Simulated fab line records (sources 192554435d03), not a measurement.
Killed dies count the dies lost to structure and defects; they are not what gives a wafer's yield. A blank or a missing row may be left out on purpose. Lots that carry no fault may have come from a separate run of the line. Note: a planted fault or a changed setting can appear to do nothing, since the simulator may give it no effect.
Which tool is to blame? + flow n5 finfet + route of 1938 steps, sampled at 1 step: 9 lots, 27 wafers

## WHAT THE GAUGES SHOWED, per wafer
N5_BEOL_M9_CD_MEAS_18: pitch 140 nm, target cd 70 nm.
| lot  | measured     | on        | cd nm (nm)     |
|------|--------------|-----------|----------------|
| L161 | day 9 22:35  | cd sem-01 | 70.0 70.7 70.7 |
| L162 | day 10 09:17 | cd sem-03 | 71.0 69.9 71.3 |
| L165 | day 10 18:14 | cd sem-01 | 69.2 70.0 70.1 |
| L166 | day 11 03:10 | cd sem-01 | 70.4 70.3 70.5 |
| L178 | day 13 11:28 | cd sem-02 | 69.5 70.0 69.6 |
| L177 | day 13 15:44 | cd sem-02 | 69.4 69.8 68.2 |
| L179 | day 14 18:09 | cd sem-03 | 69.2 68.7 69.3 |
| L180 | day 14 21:47 | cd sem-01 | 70.8 69.5 69.5 |
| L183 | day 15 15:36 | cd sem-02 | 69.3 69.8 69.6 |

## WHICH TOOL RAN EACH LOT (tool, then ch and the chambers of the sampled wafers, then the start)
No process step before these readings appears in the record.

## AS READ BY THE TOOLS THEMSELVES (means over the sampled wafers that have a number; for cases with no such wafer, the mark the record gives instead)
The record holds no such reading with a usual standard deviation.

## THE ANSWER, worked out from the rows above alone
Rule: what is usual is taken from the lots themselves. The widest of any qualifying gaps counts: lots, ordered by their means at a reading, are off when they make up no more than a third of the lots, leave a main group of 4 or more, and stand apart from it by 3 or more times the standard deviation of that group's means. If all means in a main group match to the digits the tables above print for the reading, that group is not used. Also off: a lot with no number at a reading for which 4 or more lots have one. Any other lot the step has rows for is counted as sound. First the gauges in route order, then the tools' own readings, where a lot's mean is used as printed above. The first step at which some lot is off is used, and at that step the reading that is off furthest; a lot without a number counts as furthest.
Nothing can be told from this: no lot is off at any reading shown.

## WHAT HAD BEEN PUT IN BY THE SIMULATOR
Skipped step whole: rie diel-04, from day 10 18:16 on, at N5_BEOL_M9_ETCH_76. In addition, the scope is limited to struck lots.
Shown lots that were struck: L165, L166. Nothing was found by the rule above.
